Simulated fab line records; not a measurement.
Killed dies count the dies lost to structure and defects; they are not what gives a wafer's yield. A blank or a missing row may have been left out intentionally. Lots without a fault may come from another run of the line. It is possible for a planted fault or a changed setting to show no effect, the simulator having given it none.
Matching of chambers | flow n5Finfet | 4 sister chambers for N5_SD_EPI_N_LINER_46 on aldSin-02
The step material SiNx, target thk 3 nm. 22 wafers are shown with their chamber, then 11 later ones without.

== WAFERS WITH THEIR CHAMBER ==
wafer  | chamber | heaterPowerW (W) | chamberPressureTorr (Torr) | susceptorTempC (C)
L076.2 | 2       | 844              | 1.998                      | 399.90
L076.4 | 0       | 885              | 1.998                      | 400.18
L076.5 | 2       | 863              | 2.000                      | 400.10
L077.3 | 2       | 833              | 2.001                      | 400.20
L077.5 | 3       | 922              | 2.000                      | 399.78
L077.6 | 2       | 850              | 2.002                      | 399.94
L078.1 | 0       | 906              | 2.000                      | 399.50
L078.4 | 2       | 827              | 2.005                      | 399.82
L078.5 | 3       | 914              | 1.993                      | 400.18
L080.2 | 1       | 812              | 1.990                      | 399.82
L080.5 | 0       | 877              | 2.003                      | 400.14
L080.6 | 3       | 917              | 1.990                      | 400.17
L081.1 | 2       | 852              | 1.998                      | 399.52
L081.2 | 3       | 932              | 2.000                      | 400.22
L081.3 | 1       | 839              | 2.000                      | 400.08
L082.1 | 0       | 912              | 2.002                      | 399.89
L082.3 | 1       | 813              | 2.003                      | 400.05
L082.5 | 0       | 893              | 1.997                      | 399.68
L083.2 | 1       | 814              | 2.006                      | 400.02
L083.5 | 0       | 905              | 1.992                      | 400.04
L083.6 | 3       | 982              | 1.989                      | 400.00
L085.2 | 1       | 835              | 2.000                      | 400.14

SIGNATURES (means of the wafers above)
reading             | chamber 0 | chamber 1 | chamber 2 | chamber 3 | scatter within a chamber
heaterPowerW        | 896.33    | 822.60    | 844.83    | 933.40    | 17.7
chamberPressureTorr | 1.99867   | 1.99980   | 2.00067   | 1.99440   | 0.00455
susceptorTempC      | 399.9050  | 400.0220  | 399.9133  | 400.0700  | 0.216
Rule: distance of a wafer from a chamber = root of the sum over the readings of ((wafer's reading minus chamber's mean) / reading's scatter) squared. The wafer belongs to the nearest chamber; if the next one is less than 2 further off, it can't be placed. The scatter: take each reading less its chamber's mean, square it, sum over the shown wafers, divide by the number of wafers less the number of chambers, and take the root.

== WAFERS WITHOUT THEIR CHAMBER ==
wafer  | heaterPowerW (W) | chamberPressureTorr (Torr) | susceptorTempC (C)
L085.5 | 833              | 1.998                      | 400.33
L085.6 | 830              | 2.008                      | 400.29
L086.3 | 927              | 2.006                      | 399.65
L086.4 | 886              | 1.996                      | 399.86
L086.5 | 859              | 2.002                      | 400.20
L089.1 | 908              | 1.988                      | 399.77
L089.2 | 829              | 1.996                      | 399.94
L089.4 | 923              | 1.996                      | 399.86
L091.3 | 871              | 2.003                      | 400.02
L091.4 | 940              | 2.000                      | 399.81
L091.6 | 866              | 2.001                      | 399.84

== CHAMBER TAKEN BY EACH ==
wafer  | from the rows above          | in truth
L085.5 | can't be placed: 1 or 2      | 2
L085.6 | can't be placed: 1 or 2      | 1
L086.3 | can't be placed: 0 or 3      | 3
L086.4 | can't be placed: 0 or 2      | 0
L086.5 | can't be placed: 2 or 1 or 0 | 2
L089.1 | can't be placed: 3 or 0      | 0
L089.2 | can't be placed: 1 or 2      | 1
L089.4 | can't be placed: 3 or 0      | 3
L091.3 | can't be placed: 2 or 0 or 1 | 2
L091.4 | can't be placed: 3 or 0      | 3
L091.6 | can't be placed: 2 or 0 or 1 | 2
0 of 11 placed correctly. Not placeable from these rows: 11 (in 11, the candidates include the true chamber). Number placed wrongly: 0.
